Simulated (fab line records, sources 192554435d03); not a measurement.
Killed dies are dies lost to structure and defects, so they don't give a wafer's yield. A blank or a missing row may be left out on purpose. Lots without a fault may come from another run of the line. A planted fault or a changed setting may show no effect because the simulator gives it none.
A struck lot beside a sound one | flow n5_finfet | 15 steps out of a route of 1938
Sound: wafers L779.2, L779.4, L779.5. Struck: wafers L789.2, L789.6. (L789.4 of the same lot was not struck and is left out.) The cause comes at the end.
At each step with rows: each side's tool, then ch and its chambers, then its first start. Under that, the readings that differ: sound wafers | struck wafers | difference of the means | sigmas: that difference in standard deviations of wafers without a fault.
alike: readings whose means differ by less than 2 such deviations, and words and numbers that are the same on both sides. not compared: withheld readings, readings that some wafer has no value for, bounds like >300 that may hide the same value, and numbers for which the record gives no deviation and whose values overlap.
The two part at a step that has a row with sigmas, a row that says differs or no value, or rows on one side only. Numbers that don't overlap but have no deviation are shown without sigmas and don't part them. A reading that every wafer of one side lacks parts them only if that side has two wafers or more.

first, 1 step without rows for these wafers: N5_FIN_SAQP_STRIP_74 (strips in CHF3/O2).
N5_FIN_SAQP_MANDREL_ETCH_22: etches a-Si in HBr/Cl2, stops on SiNx, target depth 60 nm, bt time 10 s, time 30 s.
  sound on rie_si-06 ch 0,1, day 3 09:55; struck on rie_si-01 ch 1,3, day 5 21:52
  reading             | sound             | struck      | difference | sigmas
  mfc_cl2_sccm (sccm) | 79.45 79.76 79.86 | 80.32 80.03 | +0.48      | +2
  alike: drypump_motor_current_A, oes_product_au, rf_fwd_power_W, throttle_valve_pct
  not compared: rf_hours_counter_h
then, 3 steps without rows for these wafers: N5_FIN_SAQP_STRIP_55 (strips in N2/H2); N5_FIN_SAQP_STRIP_23 (strips in SPM, time 750 s); N5_FIN_SAQP_SRD_66 (time 30 s).
N5_FIN_SAQP_RECESS_75: chemistry HF/NH3, target SiO2, target depth 14.4 nm, afs cycles 3, sublimation time 60 s.
  sound on vapor_etch-02 ch 0,1, day 3 10:21; struck on vapor_etch-02 ch 1, day 5 22:17
  alike: drypump_motor_current_A, foreline_p_Torr
then, 1 step without rows for these wafers: N5_FIN_SAQP_SPACER1_ALD_24 (deposits SiO2, target thk 20.3 nm, pulse time 1 s, purge time 2 s).
N5_FIN_SAQP_SPACER1_ETCHBACK_25: etches SiO2 in CHF3/O2, target depth 24.4 nm, time 12.2 s.
  sound on rie_diel-04 ch 0,2,3, day 3 11:35; struck on rie_diel-05 ch 0,2, day 5 23:26
  alike: drypump_motor_current_A, oes_f_703_au, oes_product_au, rf_vpp_V, showerhead_plenum_p_Torr, throttle_valve_pct
  not compared: rf_hours_counter_h
then, 1 step without rows for these wafers: N5_FIN_SAQP_MANDREL1_REMOVE_56 (chemistry HBr/Cl2/O2, target a-Si, stops on SiNx, bt time 10 s).
N5_FIN_SAQP_CD_MEAS_27: target cd 20 nm.
  sound on cd_sem-01 ch 0, day 3 11:47; struck on cd_sem-01 ch 0, day 5 23:38
  alike: cd_nm
N5_FIN_SAQP_ETCH_57: etches SiNx in CH3F/O2, target depth 32.5 nm, time 46.4 s.
  sound on rie_diel-04 ch 0,1, day 3 11:50; struck on rie_diel-01 ch 0,3, day 5 23:41
  alike: drypump_motor_current_A, etch_rf_on_time_s, oes_f_703_au, oes_product_au, rf_fwd_power_W, rf_vpp_V, showerhead_plenum_p_Torr, throttle_valve_pct
  not compared: rf_hours_counter_h
then, 1 step without rows for these wafers: N5_FIN_SAQP_ETCH_65 (etches SiO2 in CF4, target depth 4 nm, time 4.4 s).
N5_FIN_SAQP_MANDREL_ETCH_58: etches a-Si in HBr/Cl2, stops on SiNx, target depth 45 nm, bt time 10 s, time 27 s.
  sound on rie_si-06 ch 0,1,2, day 3 11:59; struck on rie_si-06 ch 0, day 5 23:49
  reading            | sound             | struck      | difference | sigmas
  rf_fwd_power_W (W) | 796.1 797.0 794.0 | 310.7 314.1 | -483.3     | -99 or more
  alike: drypump_motor_current_A, mfc_cl2_sccm, oes_product_au, throttle_valve_pct
  not compared: rf_hours_counter_h
N5_FIN_SAQP_RECESS_63: chemistry HF/NH3, target SiO2, target depth 18 nm, afs cycles 3, sublimation time 60 s.
  sound on vapor_etch-02 ch 0,1, day 3 12:04; struck on vapor_etch-02 ch 0, day 5 23:54
  alike: drypump_motor_current_A, foreline_p_Torr
-- the record jumps here: 15 days lie between the struck wafers' starts before and after (it left off in module FIN_SAQP and takes up again in module PASSIVATION, whose first step shown is number 1936 of the route) --
N5_PASSIVATION_PROBE_49:
  the record has rows for the struck wafers here (prober-01, day 20 14:23) and none for the sound ones

WHERE THEY PART
First at N5_FIN_SAQP_MANDREL_ETCH_22; last, within this record, at N5_PASSIVATION_PROBE_49.

WHY: what the simulator had put in
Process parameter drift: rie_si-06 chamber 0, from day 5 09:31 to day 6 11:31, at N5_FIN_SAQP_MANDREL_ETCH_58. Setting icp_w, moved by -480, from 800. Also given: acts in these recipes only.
